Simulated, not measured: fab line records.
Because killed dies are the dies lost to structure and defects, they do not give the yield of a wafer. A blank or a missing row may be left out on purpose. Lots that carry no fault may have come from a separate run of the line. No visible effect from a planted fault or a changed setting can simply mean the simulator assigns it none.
Problem report, 8D (eight disciplines) form, completed by code    flow nandHarc    the parts of the form that need people (team, actions taken, sign-off) are left out

1. PROBLEM STATEMENT
At NHARC_A_BLC_CD_MEAS_10, cdNm averages 120.7 nm over 2 wafers from 2 lots, while fault-free wafers read 99.8 nm, standard deviation 0.67. Measured from the usual mean, that is +31 standard deviations.
The step: target cd 100 nm.
Earliest sighting: wafer L961.2 on cdSem-01 at day 26 08:28. The record has a number at this step for 36 wafers belonging to 12 lots. By rule, "out" or "out of limits" means more than 4 standard deviations away from the usual mean. The rest of the wafers with a number are treated as sound.

2. WHAT IT IS, WHAT IT ISN'T
question                     is                 is not
which readings at this step  cdNm               -
which lots                   L960, L961         L952, L953, L954, L955, L968, L970, L971, L972, L973, L975
which wafers of those lots   L960.2, L961.2     L960.3, L960.4, L961.5, L961.6
read on which gauges         cdSem-01           cdSem-02, cdSem-03
when                         from day 26 08:28  up to then (14 sound wafers); but 20 sound wafers of L960, L968, L970, L971, L972, L973, L975 came after

3. SUSPECTS, AND WHAT RULES EACH OUT
Counting: a tool at a process step up to the reading stays a suspect if it ran every lot that is out. Sound lots after the first of them don't rule it out here, since some wafers of a struck lot are sound.
- the gauge at NHARC_A_BLC_CD_MEAS_10 is ruled out. All the wafers that are out were read on cdSem-01, but those of them that NHARC_END_SORT_01 has rows for are out there too, on other tools.
- lithoTrack-01 at NHARC_A_BLC_PEB_08 (peb time 65 s): kept. It ran every lot that is out, first L961 (day 26 08:23); its last sound lot up to then is L955 (day 23 02:24).
Remaining after the count: lithoTrack-01 at NHARC_A_BLC_PEB_08.

4. THE CAUSE (what the simulator had put in)
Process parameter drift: lithoTrack-01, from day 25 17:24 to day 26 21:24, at NHARC_A_BLC_PEB_08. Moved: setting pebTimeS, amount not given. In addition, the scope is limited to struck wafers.
This tool alone remained once counting was done.

5. THE EFFECT CHAIN, in route order
Each row: a reading whose mean over the struck wafers that have a number lies more than 3 standard deviations from the usual. Readings are gone through only where the record gives a usual standard deviation; hours: the median, over the lots, of the time from a lot's start at the first step in this table giving one to that lot's start at this step; sigmas: the change measured in usual standard deviations.
hours  step                    reading        usual    on struck wafers  change  sigmas
0      NHARC_A_BLC_CD_MEAS_10  cdNm           99.8 nm  120.7             +20.9   +31
44     NHARC_END_SORT_01       killedAtArray  64       590               +526    +33
44     NHARC_END_SORT_01       killedDies     69       595               +526    +31

6. HOW IT WOULD HAVE BEEN CAUGHT EARLIER
In this record the first reading out of limits at a measuring or inspecting step was taken at day 26 08:28, 15 hours after the fault began at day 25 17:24.
Of the tool readings at NHARC_A_BLC_PEB_08 for which the record gives a usual standard deviation, none was out on any struck wafer, so an alarm limit of 4 standard deviations on them would not have fired.
Among the 2 lots that are out, L960 began NHARC_A_BLC_PEB_08 on lithoTrack-01 after day 26 08:28. Had the tool been put on hold then, it would have been spared.
